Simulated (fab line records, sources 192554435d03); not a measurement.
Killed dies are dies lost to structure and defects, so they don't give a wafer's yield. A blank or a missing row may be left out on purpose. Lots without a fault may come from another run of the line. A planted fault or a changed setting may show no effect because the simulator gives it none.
Split-lot experiment | flow n5_finfet | 7 lots, 39 wafers read, on a route of 1938 steps

THE SPLIT
At N5_MOL_CONTACT_COAG_EXPOSE_81 (exposes mask VG, defocus 0 nm), the setting dose_mj was moved away from the recipe's 59.5 on 18 of the 39 wafers read, by -3.6% to +6.3%. The other wafers ran this setting at the recipe's value.

FROM THE SPLIT TO THE READING: what the file shows between them, 2 steps
- N5_MOL_CONTACT_COAG_PEB_82: peb time 60 s
- N5_MOL_CONTACT_COAG_DEVELOP_83: develop time 30 s

THE READING
cd_nm, in nm, at N5_MOL_CONTACT_COAG_CD_MEAS_84 (target cd 25.1 nm). Fault-free wafers of this fab line usually give 25.19 nm, standard deviation 0.25 nm.

wafer  | tool, chamber at the split | dose_mj as run | against the recipe | cd_nm, nm | against lot-mates on the recipe
L075.1 | euv_scanner-02, 0          | 59.5           | recipe             | 25.68     | -
L075.2 | euv_scanner-02, 0          | 59.5           | recipe             | 25.59     | -
L075.3 | euv_scanner-02, 0          | 62.81          | +5.6%              | 26.17     | +0.66
L075.4 | euv_scanner-02, 0          | 59.5           | recipe             | 25.25     | -
L075.5 | euv_scanner-02, 0          | 62.81          | +5.6%              | 26.13     | +0.62
L075.6 | euv_scanner-02, 0          | 62.81          | +5.6%              | 26.06     | +0.55
L076.1 | euv_scanner-02, 0          | 60.88          | +2.3%              | 25.13     | +0.37
L076.2 | euv_scanner-02, 0          | 59.5           | recipe             | 24.58     | -
L076.3 | euv_scanner-02, 0          | 59.5           | recipe             | 24.98     | -
L076.4 | euv_scanner-02, 0          | 59.5           | recipe             | 24.71     | -
L076.5 | euv_scanner-02, 0          | 60.88          | +2.3%              | 25.54     | +0.78
L076.6 | euv_scanner-02, 0          | 60.88          | +2.3%              | 25.59     | +0.83
L078.1 | euv_scanner-02, 0          | 63.22          | +6.3%              | 26.46     | +1.16
L078.2 | euv_scanner-02, 0          | 59.5           | recipe             | 25.18     | -
L078.3 | euv_scanner-02, 0          | 63.22          | +6.3%              | 26.68     | +1.38
L078.4 | euv_scanner-02, 0          | 59.5           | recipe             | 25.70     | -
L078.5 | euv_scanner-02, 0          | 63.22          | +6.3%              | 26.36     | +1.06
L078.6 | euv_scanner-02, 0          | 59.5           | recipe             | 25.01     | -
L081.1 | euv_scanner-01, 0          | 59.5           | recipe             | 25.44     | -
L081.2 | euv_scanner-01, 0          | 59.5           | recipe             | 25.04     | -
L081.3 | euv_scanner-01, 0          | 57.38          | -3.6%              | 24.70     | -0.62
L081.4 | euv_scanner-01, 0          | 57.38          | -3.6%              | 24.42     | -0.90
L081.5 | euv_scanner-01, 0          | 59.5           | recipe             | 25.49     | -
L081.6 | euv_scanner-01, 0          | 57.38          | -3.6%              | 24.29     | -1.03
L082.1 | euv_scanner-02, 0          | 57.36          | -3.6%              | 24.53     | -0.58
L082.2 | euv_scanner-02, 0          | 59.5           | recipe             | 25.29     | -
L082.3 | euv_scanner-02, 0          | 59.5           | recipe             | 25.17     | -
L082.4 | euv_scanner-02, 0          | 57.36          | -3.6%              | 24.33     | -0.78
L082.5 | euv_scanner-02, 0          | 57.36          | -3.6%              | 24.47     | -0.64
L082.6 | euv_scanner-02, 0          | 59.5           | recipe             | 24.86     | -
L085.2 | euv_scanner-02, 0          | 59.5           | recipe             | 24.66     | -
L085.5 | euv_scanner-02, 0          | 59.5           | recipe             | 25.07     | -
L085.6 | euv_scanner-02, 0          | 59.5           | recipe             | 24.91     | -
L086.1 | euv_scanner-02, 0          | 59.5           | recipe             | 24.74     | -
L086.2 | euv_scanner-02, 0          | 60.89          | +2.3%              | 25.52     | +0.49
L086.3 | euv_scanner-02, 0          | 59.5           | recipe             | 25.28     | -
L086.4 | euv_scanner-02, 0          | 60.89          | +2.3%              | 25.87     | +0.84
L086.5 | euv_scanner-02, 0          | 59.5           | recipe             | 25.08     | -
L086.6 | euv_scanner-02, 0          | 60.89          | +2.3%              | 25.24     | +0.21

THE FIT
A straight line over all 39 wafers: cd_nm changes by +0.193 nm for each +1% of dose_mj; r = +0.89; the points scatter about the line by 0.28 nm.
The same after taking each lot's own level away (the mean of its wafers on the recipe; 39 wafers): +0.181 nm for each +1%; r = +0.90; scatter 0.24 nm.
On that fit, the largest move of dose_mj shifts the reading by 1.1 nm.
The lots' own levels span 24.757 to 25.507 nm, that is 3.0 times the standard deviation above.
So the lot-to-lot level changes the slope little: the two slopes agree.
Check: with one of the wafers moved furthest among these (+6.3%) left out of the fit, the line predicts +1.11 nm for it against its lot-mates. It came out at +1.16 nm against them.

OTHER SPLITS ON THESE WAFERS
These wafers also went through other splits before the reading. Each is held against what the fit with the lots' levels taken away leaves over:
other split on the same wafers      | wafers away from the commonest value | r with cd_nm (lot level and that fit taken away)
N5_HKMG_FIN_ETCH_32 target_depth_a  | 15                                   | -0.06
N5_MOL_CONTACT_COAG_ETCH_110 bias_w | 9                                    | +0.03

THE FILE'S OWN FIT
cd_nm changes by +0.179 nm for each +1% of dose_mj, r = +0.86.
